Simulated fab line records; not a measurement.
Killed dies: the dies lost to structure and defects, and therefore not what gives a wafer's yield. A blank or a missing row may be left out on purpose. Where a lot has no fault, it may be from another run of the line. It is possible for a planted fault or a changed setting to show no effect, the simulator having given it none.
fab line records | flow n5_finfet | part 1 of 2: steps 1 to 21 of 31
record: lots: 5 | wafers: 15 | last_day: 17
route steps=1938 shown BEOL_M13@1696 BEOL_M14@1716
lots untouched by any fault: they come from a run of this same line in which no faults occurred
start_h: hours from the record's opening day to when the first of the lot's shown wafers began | wait_h: how many hours have passed since the lot's step before this one | " repeats the value in the row above | L1.1+2: several wafers, shown together as one row | - either no value or no given start | * or withheld: withheld | < > ~ a bound
route shown NAME@n: names a module that has steps shown in the file, with the first one's number in the route | usual: the fault-free wafers' mean and standard deviation | same: alike in all rows | chamber/n: place in a boat | sites: each site's reading | _std_site: their standard deviation | _edge_site: the outer-site mean with the inner-site mean subtracted | radius_mm: for every site, how far away it sits from the centre of the wafer | mask NAME#n: copy n | behind: the last tool/chamber to shape the wafer | hold: what put the lot on hold/how long, in hours/how the hold closed | device: the transistor (n, p or np) that didn't switch | end of line: at the end of the route, the tests of the same wafers | where a step has no rows: the recipe by itself | killed: at the first sort, the dies lost to defects and structure; wafer yield is something else | map: a wafer's dies, x killed, . not, _ none there
set.NAME: the setting the step ran with; set.NAME@STEP: the setting that earlier step ran with | model.NAME: the simulator's own value behind a step, which no gauge read
lots seen at some steps along the route; tables by step, rows by wafer
services: when a tool's chamber went out of use (start_h, in hours from the record's first day, below 0 if earlier), for how many hours, and the reason
== steps ==
step: N5_BEOL_M13_TRENCH_ETCH_34
recipe: chemistry: C4F8/O2/Ar | target: SiOC | target_depth_a: 4134.7 | mask_material: SOC | pressure_mtorr: 30 | source_w: 3000 | bias_w: 700 | Ar_flow_sccm: 400 | C4F8_flow_sccm: 15 | O2_flow_sccm: 8 | he_inner_torr: 15 | he_outer_torr: 30 | time_s: 162.6 | ion_energy_ev: 250
usual: drypump_motor_current_A: 5.9/0.49 | he_outer_torr: 30.00/0.055 | mfc_ar_sccm: 400.1/1.1 | oes_product_au: 0.80/0.07 | rf_vpp_V: 665.7/2.8 | showerhead_plenum_p_Torr: 3.43/0.091 | throttle_valve_pct: 24.05/0.28
lot.wafer | tool        | chamber | start_h | wait_h | drypump_motor_current_A | he_outer_torr | mfc_ar_sccm | oes_product_au | rf_hours_counter_h | rf_vpp_V | showerhead_plenum_p_Torr | throttle_valve_pct
L079.1    | rie_diel-02 | 0       | 272.67  | 0.0    | 5.6                     | 29.92         | 400.3       | 0.87           | 40                 | 663.3    | 3.35                     | 24.12
L079.2    | "           | 2       | "       | "      | 6.4                     | 30.00         | 399.6       | 0.92           | 25                 | 664.4    | 3.34                     | 24.25
L079.5    | "           | 2       | "       | "      | 6.4                     | 29.96         | 402.7       | 0.91           | -                  | 663.0    | 3.34                     | 24.25
L083.1    | rie_diel-03 | 2       | 304.31  | 0.0    | 5.8                     | 29.98         | 398.6       | 0.71           | 182                | 663.6    | 3.41                     | 24.11
L083.2    | "           | 1       | "       | "      | 6.1                     | 29.94         | 400.3       | 0.69           | 210                | 668.8    | 3.50                     | 24.66
L083.4    | "           | 0       | "       | "      | 4.9                     | 30.06         | 399.6       | 0.75           | 177                | 665.4    | 3.41                     | 23.97
L084.1    | rie_diel-01 | 2       | 307.75  | 0.0    | 5.7                     | 30.00         | 399.3       | 0.80           | 76                 | 665.3    | 3.45                     | 24.10
L084.3    | "           | 1       | "       | "      | 5.8                     | 29.93         | 399.6       | 0.83           | 75                 | 668.7    | 3.57                     | 23.61
L084.5    | "           | 3       | "       | "      | 5.4                     | 29.91         | 400.5       | 0.87           | -                  | 663.9    | 3.36                     | 23.82
L090.1    | rie_diel-03 | 1       | 355.09  | 0.0    | 6.0                     | 30.01         | 399.3       | 0.68           | 224                | 667.1    | 3.50                     | 24.67
L090.2    | "           | 3       | "       | "      | 6.6                     | 29.88         | 399.4       | 0.82           | 76                 | 666.6    | 3.47                     | 24.07
L090.5    | "           | 3       | "       | "      | 6.6                     | 30.01         | 398.3       | 0.82           | -                  | 667.1    | 3.47                     | 24.07
L094.1    | rie_diel-03 | 3       | 387.31  | 0.0    | 6.6                     | 30.06         | 401.9       | 0.82           | 85                 | 665.3    | 3.47                     | 24.10
L094.4    | "           | 0       | "       | "      | 4.9                     | 29.95         | 398.3       | 0.72           | 200                | 664.2    | 3.40                     | 24.00
L094.5    | "           | 3       | "       | "      | 6.6                     | 30.09         | 400.7       | 0.82           | -                  | 666.7    | 3.47                     | 24.10
step: N5_BEOL_M13_STRIP_70
recipe: chemistry: C4F8/O2/Ar | resist: SiARC | rf_frequency_hz: 6e+07
lot.wafer  | tool        | chamber | start_h | wait_h
L079.1+2+5 | rie_diel-02 | 0,2,2   | 272.80  | 0.1
L083.1+2+4 | rie_diel-03 | 2,1,0   | 304.44  | 0.1
L084.1+3+5 | rie_diel-01 | 2,1,3   | 307.89  | 0.1
L090.1+2+5 | rie_diel-03 | 1,3,3   | 355.23  | 0.1
L094.1+4+5 | rie_diel-03 | 3,0,3   | 387.44  | 0.1
step: N5_BEOL_M13_OCD_MEAS_35
usual: trench_depth_nm: 413/6.3
lot.wafer | tool   | chamber | start_h | wait_h | trench_depth_nm
L079.1    | ocd-02 | -       | 272.84  | 0.0    | 419
L079.2    | "      | -       | "       | "      | 420
L079.5    | "      | -       | "       | "      | 416
L083.1    | ocd-02 | -       | 304.48  | 0.0    | 410
L083.2    | "      | -       | "       | "      | 404
L083.4    | "      | -       | "       | "      | 411
L084.1    | ocd-01 | -       | 307.94  | 0.0    | 409
L084.3    | "      | -       | "       | "      | 412
L084.5    | "      | -       | "       | "      | 407
L090.1    | ocd-01 | -       | 355.27  | 0.0    | 399
L090.2    | "      | -       | "       | "      | 415
L090.5    | "      | -       | "       | "      | 414
L094.1    | ocd-01 | -       | 387.48  | 0.0    | 416
L094.4    | "      | -       | "       | "      | 408
L094.5    | "      | -       | "       | "      | 419
step: N5_BEOL_M13_STRIP_37
recipe: chemistry: N2/H2 | power_w: 1000 | temp_c: 250 | h2_frac: 0.65 | overash_fraction: 0.3 | pressure_mtorr: withheld | n2_flow_sccm: 1750 | h2_flow_sccm: 3250
usual: drypump_motor_current_A: 6.15/0.14 | h2_flow_sccm: 3250/8.8 | heater_power_w: 359/22 | oes_product_au: 0.784/0.011
lot.wafer | tool            | chamber | start_h | wait_h | drypump_motor_current_A | h2_flow_sccm | heater_power_w | oes_product_au | rf_hours_counter_h
L079.1    | plasma_asher-01 | 0       | 272.88  | 0.0    | 6.12                    | 3257         | 362            | 0.811          | 72
L079.2    | "               | 1       | "       | "      | 6.11                    | 3250         | 360            | 0.784          | 72
L079.5    | "               | 0       | "       | "      | 6.13                    | 3259         | 371            | 0.783          | -
L083.1    | plasma_asher-01 | 0       | 304.52  | 0.0    | 6.12                    | 3226         | 365            | 0.783          | 79
L083.2    | "               | 1       | "       | "      | 6.13                    | 3248         | 346            | 0.782          | 79
L083.4    | "               | 0       | "       | "      | 6.11                    | 3249         | 360            | 0.771          | -
L084.1    | plasma_asher-01 | 0       | 307.97  | 0.0    | 6.14                    | 3253         | 360            | 0.788          | 79
L084.3    | "               | 0       | "       | "      | 6.14                    | 3248         | 361            | 0.782          | -
L084.5    | "               | 1       | "       | "      | 6.14                    | 3237         | 355            | 0.798          | -
L090.1    | plasma_asher-02 | 1       | 355.31  | 0.0    | 6.57                    | 3254         | 380            | 0.780          | 153
L090.2    | "               | 0       | "       | "      | 5.99                    | 3245         | 301            | 0.779          | 153
L090.5    | "               | 1       | "       | "      | 6.53                    | 3257         | 394            | 0.770          | -
L094.1    | plasma_asher-01 | 1       | 387.52  | 0.0    | 6.09                    | 3243         | 366            | 0.776          | 95
L094.4    | "               | 0       | "       | "      | 6.11                    | 3239         | 365            | 0.778          | -
L094.5    | "               | 0       | "       | "      | 6.12                    | 3229         | 375            | 0.774          | -
step: N5_BEOL_M13_ETCH_38
recipe: chemistry: CF4/N2 | target: SiCN | target_depth_a: 675 | taper_deg: 2 | time_s: 71.9 | ion_energy_ev: 150 | mask_material: SiO2 | pressure_mtorr: 40 | source_w: 430 | bias_w: 70 | Ar_flow_sccm: 100 | cf4_flow_sccm: 60 | n2_flow_sccm: 60
usual: drypump_motor_current_A: 5.8/0.5 | mfc_ar_sccm: 99.94/0.28 | oes_product_au: 0.79/0.072 | rf_vpp_V: 382.4/1.7 | showerhead_plenum_p_Torr: 2.21/0.057 | throttle_valve_pct: 15.33/0.27
lot.wafer | tool        | chamber | start_h | wait_h | drypump_motor_current_A | mfc_ar_sccm | oes_product_au | rf_hours_counter_h | rf_vpp_V | showerhead_plenum_p_Torr | throttle_valve_pct
L079.1    | rie_diel-02 | 3       | 289.89  | -      | 6.2                     | 99.97       | 0.67           | 248                | 379.6    | 2.10                     | 15.67
L079.2    | "           | 1       | "       | "      | 5.2                     | 99.85       | 0.68           | 243                | 379.1    | 2.10                     | 15.85
L079.5    | "           | 3       | "       | "      | 6.2                     | 100.02      | 0.66           | -                  | 377.7    | 2.10                     | 15.69
L083.1    | rie_diel-02 | 2       | 307.90  | -      | 6.4                     | 99.98       | 0.89           | 36                 | 381.6    | 2.16                     | 15.45
L083.2    | "           | 0       | "       | "      | 5.6                     | 100.35      | 0.88           | 48                 | 381.2    | 2.15                     | 15.24
L083.4    | "           | 0       | "       | "      | 5.6                     | 100.14      | 0.88           | -                  | 380.3    | 2.15                     | 15.25
L084.1    | rie_diel-01 | 0       | 309.15  | -      | 6.5                     | 100.21      | 0.78           | 144                | 382.7    | 2.20                     | 15.28
L084.3    | "           | 1       | "       | "      | 5.8                     | 99.63       | 0.86           | 75                 | 385.3    | 2.32                     | 14.96
L084.5    | "           | 1       | "       | "      | 5.7                     | 99.96       | 0.86           | -                  | 385.4    | 2.32                     | 14.94
L090.1    | rie_diel-01 | 0       | 356.94  | -      | 6.4                     | 99.58       | 0.76           | 159                | 383.4    | 2.20                     | 15.31
L090.2    | "           | 1       | "       | "      | 5.8                     | 99.95       | 0.85           | 89                 | 384.4    | 2.31                     | 14.98
L090.5    | "           | 0       | "       | "      | 6.5                     | 99.86       | 0.77           | -                  | 383.1    | 2.20                     | 15.32
L094.1    | rie_diel-01 | 3       | 387.76  | -      | 5.4                     | 100.20      | 0.85           | 60                 | 380.0    | 2.15                     | 15.11
L094.4    | "           | 2       | "       | "      | 5.7                     | 100.18      | 0.79           | 96                 | 382.3    | 2.23                     | 15.39
L094.5    | "           | 1       | "       | "      | 5.8                     | 99.91       | 0.83           | -                  | 386.2    | 2.31                     | 14.97
step: N5_BEOL_M13_PRECLEAN_39
recipe: chemistry: residue_remover | time_s: 60 | temp_c: 40
lot.wafer  | tool         | chamber | start_h | wait_h
L079.1+2+5 | wet_bench-06 | 0,3,6   | 290.02  | 0.1
L083.1+2+4 | wet_bench-06 | 1,2,3   | 308.03  | 0.1
L084.1+3+5 | wet_bench-04 | 3,0,7   | 309.27  | 0.1
L090.1+2+5 | wet_bench-05 | 7,2,4   | 357.07  | 0.1
L094.1+4+5 | wet_bench-04 | 5,2,6   | 387.89  | 0.1
step: N5_BEOL_M13_SRD_40
recipe: time_s: 30 | temp_c: 23 | rinse_liquid: diw | dry: n2_spin | spin_rpm: 1500 | dry_time_s: 30
lot.wafer  | tool         | chamber | start_h | wait_h
L079.1+2+5 | wet_bench-06 | 0,3,6   | 290.04  | 0.0
L083.1+2+4 | wet_bench-06 | 1,2,3   | 308.05  | 0.0
L084.1+3+5 | wet_bench-04 | 3,0,7   | 309.29  | 0.0
L090.1+2+5 | wet_bench-05 | 7,2,4   | 357.09  | 0.0
L094.1+4+5 | wet_bench-04 | 5,2,6   | 387.91  | 0.0
step: N5_BEOL_M13_DEGAS_41
recipe: ambient: vacuum | temp_c: 250 | time_s: 60
usual: heater_power_w: 331/31
lot.wafer | tool           | chamber | start_h | wait_h | heater_power_w
L079.1    | pvd_sputter-03 | -       | 290.27  | 0.2    | 335
L079.2    | "              | -       | "       | "      | 386
L079.5    | "              | -       | "       | "      | 290
L083.1    | pvd_sputter-02 | -       | 308.66  | 0.6    | 354
L083.2    | "              | -       | "       | "      | 323
L083.4    | "              | -       | "       | "      | 327
L084.1    | pvd_sputter-02 | -       | 309.78  | 0.5    | 328
L084.3    | "              | -       | "       | "      | 325
L084.5    | "              | -       | "       | "      | 364
L090.1    | pvd_sputter-02 | -       | 357.46  | 0.4    | 331
L090.2    | "              | -       | "       | "      | 331
L090.5    | "              | -       | "       | "      | 358
L094.1    | pvd_sputter-03 | -       | 388.39  | 0.5    | 331
L094.4    | "              | -       | "       | "      | 292
L094.5    | "              | -       | "       | "      | 327
step: N5_BEOL_M13_PRE_CLEAN_42
recipe: gas: H2/He | time_s: 30 | temp_c: 250
usual: heater_power_w: 332/31
lot.wafer | tool           | chamber | start_h | wait_h | heater_power_w
L079.1    | pvd_sputter-03 | -       | 290.31  | 0.0    | 333
L079.2    | "              | -       | "       | "      | 385
L079.5    | "              | -       | "       | "      | 295
L083.1    | pvd_sputter-02 | -       | 308.70  | 0.0    | 357
L083.2    | "              | -       | "       | "      | 326
L083.4    | "              | -       | "       | "      | 331
L084.1    | pvd_sputter-02 | -       | 309.82  | 0.0    | 330
L084.3    | "              | -       | "       | "      | 336
L084.5    | "              | -       | "       | "      | 369
L090.1    | pvd_sputter-02 | -       | 357.50  | 0.0    | 327
L090.2    | "              | -       | "       | "      | 329
L090.5    | "              | -       | "       | "      | 370
L094.1    | pvd_sputter-03 | -       | 388.43  | 0.0    | 331
L094.4    | "              | -       | "       | "      | 295
L094.5    | "              | -       | "       | "      | 332
step: N5_BEOL_M13_SPUTTER_43
recipe: material: TaN | target_thk_a: 150 | temp_c: 50 | bias_v: 168.6 | power_w: 15000 | chamber_pressure_pa: 0.12 | time_s: 24.19
usual: chamber_pressure_pa: 0.11999/0.00026 | throttle_valve_pct: 30.2/1.2
lot.wafer | tool           | chamber | start_h | wait_h | chamber_pressure_pa | throttle_valve_pct
L079.1    | pvd_sputter-03 | -       | 290.35  | 0.0    | 0.12011             | 30.4
L079.2    | "              | -       | "       | "      | 0.12005             | 32.5
L079.5    | "              | -       | "       | "      | 0.11949             | 29.4
L083.1    | pvd_sputter-02 | -       | 308.74  | 0.0    | 0.11971             | 29.4
L083.2    | "              | -       | "       | "      | 0.12046             | 29.3
L083.4    | "              | -       | "       | "      | 0.11996             | 28.6
L084.1    | pvd_sputter-02 | -       | 309.86  | 0.0    | 0.12023             | 28.6
L084.3    | "              | -       | "       | "      | 0.12006             | 29.0
L084.5    | "              | -       | "       | "      | 0.12                | 29.4
L090.1    | pvd_sputter-02 | -       | 357.54  | 0.0    | 0.12001             | 28.8
L090.2    | "              | -       | "       | "      | 0.12015             | 28.9
L090.5    | "              | -       | "       | "      | 0.11984             | 29.7
L094.1    | pvd_sputter-03 | -       | 388.47  | 0.0    | 0.11994             | 30.6
L094.4    | "              | -       | "       | "      | 0.11988             | 29.5
L094.5    | "              | -       | "       | "      | 0.12057             | 30.5
step: N5_BEOL_M13_SPUTTER_44
recipe: material: Ta | target_thk_a: 100 | temp_c: 50 | bias_v: 80 | power_w: 15000 | chamber_pressure_pa: 0.07 | time_s: 16.13
usual: chamber_pressure_pa: 0.07001/0.00013 | throttle_valve_pct: 30.2/1.2
lot.wafer | tool           | chamber | start_h | wait_h | chamber_pressure_pa | throttle_valve_pct
L079.1    | pvd_sputter-03 | -       | 290.43  | 0.0    | 0.06984             | 30.5
L079.2    | "              | -       | "       | "      | 0.06988             | 33.1
L079.5    | "              | -       | "       | "      | 0.0699              | 29.3
L083.1    | pvd_sputter-02 | -       | 308.82  | 0.0    | 0.07005             | 29.7
L083.2    | "              | -       | "       | "      | 0.07019             | 29.1
L083.4    | "              | -       | "       | "      | 0.06984             | 28.5
L084.1    | pvd_sputter-02 | -       | 309.94  | 0.0    | 0.07024             | 28.7
L084.3    | "              | -       | "       | "      | 0.07007             | 29.0
L084.5    | "              | -       | "       | "      | 0.06988             | 29.1
L090.1    | pvd_sputter-02 | -       | 357.62  | 0.0    | 0.06987             | 28.9
L090.2    | "              | -       | "       | "      | 0.06996             | 28.9
L090.5    | "              | -       | "       | "      | 0.06995             | 29.3
L094.1    | pvd_sputter-03 | -       | 388.55  | 0.0    | 0.07013             | 30.5
L094.4    | "              | -       | "       | "      | 0.06986             | 29.3
L094.5    | "              | -       | "       | "      | 0.07003             | 30.4
step: N5_BEOL_M13_SPUTTER_45
recipe: material: Cu | target_thk_a: 800 | temp_c: -20 | bias_v: 60 | power_w: 26000 | chamber_pressure_pa: 0.13 | time_s: 13.33
usual: chamber_pressure_pa: 0.13001/0.00025 | throttle_valve_pct: 30.2/1.2
lot.wafer | tool           | chamber | start_h | wait_h | chamber_pressure_pa | throttle_valve_pct
L079.1    | pvd_sputter-03 | -       | 290.51  | 0.0    | 0.12983             | 30.3
L079.2    | "              | -       | "       | "      | 0.12987             | 32.7
L079.5    | "              | -       | "       | "      | 0.12969             | 29.7
L083.1    | pvd_sputter-02 | -       | 308.90  | 0.0    | 0.13013             | 29.5
L083.2    | "              | -       | "       | "      | 0.12998             | 29.0
L083.4    | "              | -       | "       | "      | 0.12998             | 28.4
L084.1    | pvd_sputter-02 | -       | 310.02  | 0.0    | 0.13007             | 28.6
L084.3    | "              | -       | "       | "      | 0.13037             | 29.0
L084.5    | "              | -       | "       | "      | 0.13008             | 29.4
L090.1    | pvd_sputter-02 | -       | 357.70  | 0.0    | 0.13001             | 28.9
L090.2    | "              | -       | "       | "      | 0.12999             | 29.0
L090.5    | "              | -       | "       | "      | 0.13048             | 29.5
L094.1    | pvd_sputter-03 | -       | 388.63  | 0.0    | 0.12983             | 30.5
L094.4    | "              | -       | "       | "      | 0.12981             | 29.7
L094.5    | "              | -       | "       | "      | 0.12992             | 30.4
step: N5_BEOL_M13_ECD_47
recipe: material: Cu | target_thk_a: 9360
lot.wafer  | tool      | chamber | start_h | wait_h
L079.1+2+5 | ecd_cu-02 | 0,1,0   | 290.63  | 0.1
L083.1+2+4 | ecd_cu-02 | 0,1,1   | 309.01  | 0.1
L084.1+3+5 | ecd_cu-01 | 0,0,1   | 310.13  | 0.1
L090.1+2+5 | ecd_cu-02 | 1,0,1   | 357.82  | 0.1
L094.1+4+5 | ecd_cu-01 | 1,1,0   | 388.75  | 0.1
step: N5_BEOL_M13_ANNEAL_48
recipe: temp_c: 225 | time_s: 90 | ambient: N2
usual: wafer_temp_C_max: 226.6/0.44
lot.wafer | tool          | chamber | start_h | wait_h | wafer_temp_C_max
L079.1    | rtp_anneal-02 | 0       | 290.79  | 0.1    | 226.3
L079.2    | "             | 0       | "       | "      | 226.1
L079.5    | "             | 0       | "       | "      | 226.2
L083.1    | rtp_anneal-01 | 0       | 309.83  | 0.8    | 226.9
L083.2    | "             | 0       | "       | "      | 227.3
L083.4    | "             | 0       | "       | "      | 227.5
L084.1    | rtp_anneal-01 | 0       | 310.76  | 0.6    | 227.4
L084.3    | "             | 0       | "       | "      | 226.5
L084.5    | "             | 0       | "       | "      | 226.7
L090.1    | rtp_anneal-02 | 0       | 357.98  | 0.1    | 226.5
L090.2    | "             | 0       | "       | "      | 226.6
L090.5    | "             | 0       | "       | "      | 226.1
L094.1    | rtp_anneal-02 | 0       | 388.91  | 0.1    | 226.4
L094.4    | "             | 0       | "       | "      | 226.0
L094.5    | "             | 0       | "       | "      | 226.5
step: N5_BEOL_M13_CMP_49
recipe: stop_on: SiOC | t_overpolish_s: 17.1 | down_force_psi: 1 | platen_rpm: 50 | clearing_platen_down_force_psi: 1.5 | clearing_platen_rpm: 50 | post_cmp_clean: cu_alkaline | target_thk_nm: 420 | clearing_platen_pad_velocity_m_s: 0.99484 | pad_velocity_m_s: 0.99484
usual: barrier_field_endpoint_s: 30.5/0.78 | clearing_platen_down_force_psi: 1.500/0.0032 | motor_current_A: 6.0/0.55 | overpolish_run_s: 17.099/0.0098 | platen_rpm: 50.00/0.036 | slurry_filter_dp_kPa: 13.49/0.13
lot.wafer | tool   | chamber | start_h | wait_h | barrier_field_endpoint_s | clearing_platen_down_force_psi | motor_current_A | overpolish_run_s | platen_rpm | slurry_filter_dp_kPa
L079.2    | cmp-02 | 2       | 291.09  | 0.2    | 31.0                     | 1.503                          | 6.1             | 17.099           | 50.00      | 13.32
L079.1    | "      | 1       | "       | "      | 29.9                     | 1.497                          | 5.6             | 17.114           | 49.93      | 13.48
L079.5    | "      | 3       | "       | "      | 31.9                     | 1.503                          | 5.7             | 17.102           | 49.99      | 13.30
L083.2    | cmp-01 | 2       | 310.13  | 0.2    | 29.9                     | 1.500                          | 5.4             | 17.101           | 50.02      | 13.63
L083.1    | "      | 0       | "       | "      | 29.6                     | 1.504                          | 5.2             | 17.105           | 49.96      | 13.54
L083.4    | "      | 1       | "       | "      | 30.8                     | 1.501                          | 6.1             | 17.083           | 50.02      | 13.44
L084.3    | cmp-01 | 3       | 311.13  | 0.2    | 31.7                     | 1.504                          | 6.2             | 17.099           | 49.98      | 13.48
L084.1    | "      | 0       | "       | "      | 30.4                     | 1.505                          | 5.1             | 17.094           | 49.97      | 13.39
L084.5    | "      | 2       | "       | "      | 30.1                     | 1.498                          | 5.2             | 17.115           | 50.09      | 13.43
L090.1    | cmp-02 | 2       | 358.28  | 0.3    | 30.4                     | 1.496                          | 6.2             | 17.104           | 50.00      | 13.35
L090.2    | "      | 0       | "       | "      | 30.6                     | 1.505                          | 6.5             | 17.094           | 49.96      | 13.67
L090.5    | "      | 2       | "       | "      | 29.9                     | 1.499                          | 6.3             | 17.106           | 50.00      | 13.42
L094.4    | cmp-01 | 3       | 389.21  | 0.1    | 30.3                     | 1.505                          | 6.3             | 17.104           | 50.02      | 13.59
L094.1    | "      | 0       | "       | "      | 28.9                     | 1.495                          | 5.1             | 17.096           | 49.95      | 13.48
L094.5    | "      | 3       | "       | "      | 29.6                     | 1.506                          | 6.1             | 17.092           | 50.00      | 13.36
step: N5_BEOL_M13_THK_MEAS_50
recipe: thk_meas_gauge: xrf | reads: Cu_of_BEOL_M13_ECD_47
usual: M13_THK: 419/7.2
lot.wafer | tool          | chamber | start_h | wait_h | M13_THK[nm]
L079.1    | film_metro-01 | -       | 291.38  | -      | 431
L079.2    | "             | -       | "       | "      | 433
L079.5    | "             | -       | "       | "      | 427
L083.1    | film_metro-02 | -       | 310.42  | -      | 410
L083.2    | "             | -       | "       | "      | 402
L083.4    | "             | -       | "       | "      | 413
L084.1    | film_metro-02 | -       | 311.35  | -      | 420
L084.3    | "             | -       | "       | "      | 424
L084.5    | "             | -       | "       | "      | 417
L090.1    | film_metro-01 | -       | 358.57  | -      | 402
L090.2    | "             | -       | "       | "      | 417
L090.5    | "             | -       | "       | "      | 420
L094.1    | film_metro-02 | -       | 389.50  | -      | 423
L094.4    | "             | -       | "       | "      | 412
L094.5    | "             | -       | "       | "      | 428
step: N5_BEOL_M13_PRE_CLEAN_52
recipe: gas: NH3 | time_s: 15 | temp_c: withheld | rf_power_w: 300
lot.wafer  | tool     | chamber | start_h | wait_h
L079.1+2+5 | pecvd-02 | 0,1,1   | 291.42  | 0.0
L083.1+2+4 | pecvd-04 | 2,0,2   | 310.46  | 0.0
L084.1+3+5 | pecvd-03 | 2,1,2   | 311.39  | 0.0
L090.1+2+5 | pecvd-04 | 1,2,0   | 358.61  | 0.0
L094.1+4+5 | pecvd-04 | 0,1,2   | 389.54  | 0.0
step: N5_BEOL_M13_DEP_53
recipe: material: SiCN | target_thk_a: 500 | temp_c: withheld | precursor: 3MS/NH3 | pressure_torr: 3 | rf_w: 675 | time_s: 17.8
usual: chamber_pressure_Torr: 3.000/0.0066 | showerhead_plenum_p_Torr: 4.168/0.018 | throttle_valve_pct: 18.0/0.99
lot.wafer | tool     | chamber | start_h | wait_h | chamber_pressure_Torr | showerhead_plenum_p_Torr | throttle_valve_pct
L079.1    | pecvd-02 | 0       | 291.44  | 0.0    | 3.002                 | 4.175                    | 19.4
L079.2    | "        | 1       | "       | "      | 3.005                 | 4.172                    | 18.1
L079.5    | "        | 1       | "       | "      | 3.012                 | 4.164                    | 18.1
L083.1    | pecvd-04 | 2       | 310.48  | 0.0    | 3.001                 | 4.174                    | 17.6
L083.2    | "        | 0       | "       | "      | 3.006                 | 4.107                    | 20.1
L083.4    | "        | 2       | "       | "      | 2.999                 | 4.171                    | 17.6
L084.1    | pecvd-03 | 2       | 311.41  | 0.0    | 3.004                 | 4.186                    | 16.6
L084.3    | "        | 1       | "       | "      | 2.999                 | 4.166                    | 17.5
L084.5    | "        | 2       | "       | "      | 2.997                 | 4.187                    | 16.9
L090.1    | pecvd-04 | 1       | 358.64  | 0.0    | 3.013                 | 4.186                    | 18.9
L090.2    | "        | 2       | "       | "      | 2.997                 | 4.163                    | 17.9
L090.5    | "        | 0       | "       | "      | 3.009                 | 4.124                    | 20.0
L094.1    | pecvd-04 | 0       | 389.56  | 0.0    | 3.007                 | 4.106                    | 20.1
L094.4    | "        | 1       | "       | "      | 2.996                 | 4.189                    | 19.0
L094.5    | "        | 2       | "       | "      | 3.001                 | 4.167                    | 17.9
step: N5_BEOL_M13_RS_MEAS_54
recipe: thk_meas_gauge: four-point-probe | reads: Cu_of_BEOL_M13_ECD_47+Ta_of_BEOL_M13_SPUTTER_44+TaN_of_BEOL_M13_SPUTTER_43
usual: M13_RS: 0.0450/0.0007
lot.wafer | tool          | chamber | start_h | wait_h | M13_RS[ohm/sq]
L079.1    | film_metro-01 | -       | 291.51  | 0.0    | 0.0443
L079.2    | "             | -       | "       | "      | 0.0441
L079.5    | "             | -       | "       | "      | 0.0447
L083.1    | film_metro-02 | -       | 310.55  | 0.0    | 0.0454
L083.2    | "             | -       | "       | "      | 0.0461
L083.4    | "             | -       | "       | "      | 0.0450
L084.1    | film_metro-02 | -       | 311.48  | 0.0    | 0.0453
L084.3    | "             | -       | "       | "      | 0.0448
L084.5    | "             | -       | "       | "      | 0.0456
L090.1    | film_metro-01 | -       | 358.70  | 0.0    | 0.0465
L090.2    | "             | -       | "       | "      | 0.0448
L090.5    | "             | -       | "       | "      | 0.0448
L094.1    | film_metro-02 | -       | 389.63  | 0.0    | 0.0445
L094.4    | "             | -       | "       | "      | 0.0456
L094.5    | "             | -       | "       | "      | 0.0441
step: N5_BEOL_M13_INSPECT_55
recipe: inspect_instrument: darkfield | mode: post_dep
usual: raw_defect_count: 63/23
lot.wafer | tool              | chamber | start_h | wait_h | raw_defect_count
L079.1    | defect_inspect-01 | -       | 291.54  | 0.0    | 62
L079.2    | "                 | -       | "       | "      | 107
L079.5    | "                 | -       | "       | "      | 60
L083.1    | defect_inspect-02 | -       | 310.58  | 0.0    | 81
L083.2    | "                 | -       | "       | "      | 78
L083.4    | "                 | -       | "       | "      | 103
L084.1    | defect_inspect-01 | -       | 311.50  | 0.0    | 61
L084.3    | "                 | -       | "       | "      | 44
L084.5    | "                 | -       | "       | "      | 33
L090.1    | defect_inspect-02 | -       | 358.73  | 0.0    | 55
L090.2    | "                 | -       | "       | "      | 51
L090.5    | "                 | -       | "       | "      | 87
L094.1    | defect_inspect-02 | -       | 389.66  | 0.0    | 60
L094.4    | "                 | -       | "       | "      | 52
L094.5    | "                 | -       | "       | "      | 85
step: N5_BEOL_M14_ILD_DEP_00
recipe: material: SiO2 | target_thk_a: 11193 | temp_c: 400 | precursor: TEOS/O2 | pressure_torr: 6.5 | rf_w: 900 | teos_flow_sccm: 161.4 | gas: O2 | flow_sccm: 2650 | time_s: 237.4
usual: chamber_pressure_Torr: 6.498/0.013 | heater_power_w: 581/110 | showerhead_plenum_p_Torr: 8.35/0.039 | throttle_valve_pct: 18.8/0.97
lot.wafer | tool     | chamber | start_h | wait_h | chamber_pressure_Torr | heater_power_w | showerhead_plenum_p_Torr | throttle_valve_pct
L079.1    | pecvd-03 | 2       | 291.57  | 0.0    | 6.499                 | 539            | 8.37                     | 17.2
L079.2    | "        | 0       | "       | "      | 6.524                 | 396            | 8.36                     | 18.4
L079.5    | "        | 0       | "       | "      | 6.497                 | 438            | 8.35                     | 18.4
L083.1    | pecvd-03 | 1       | 310.61  | 0.0    | 6.471                 | 619            | 8.35                     | 17.9
L083.2    | "        | 2       | "       | "      | 6.481                 | 530            | 8.35                     | 17.2
L083.4    | "        | 2       | "       | "      | 6.468                 | 557            | 8.39                     | 16.9
L084.1    | pecvd-04 | 2       | 311.54  | 0.0    | 6.494                 | 653            | 8.39                     | 18.0
L084.3    | "        | 0       | "       | "      | 6.511                 | 773            | 8.28                     | 20.6
L084.5    | "        | 1       | "       | "      | 6.500                 | 696            | 8.35                     | 19.5
L090.1    | pecvd-01 | 0       | 358.76  | 0.0    | 6.489                 | 531            | 8.29                     | 19.1
L090.2    | "        | 1       | "       | "      | 6.524                 | 635            | 8.38                     | 18.4
L090.5    | "        | 1       | "       | "      | 6.489                 | 679            | 8.37                     | 18.7
L094.1    | pecvd-01 | 2       | 389.69  | 0.0    | 6.477                 | 508            | 8.40                     | 18.8
L094.4    | "        | 1       | "       | "      | 6.515                 | 664            | 8.37                     | 18.7
L094.5    | "        | 1       | "       | "      | 6.486                 | 531            | 8.35                     | 18.5
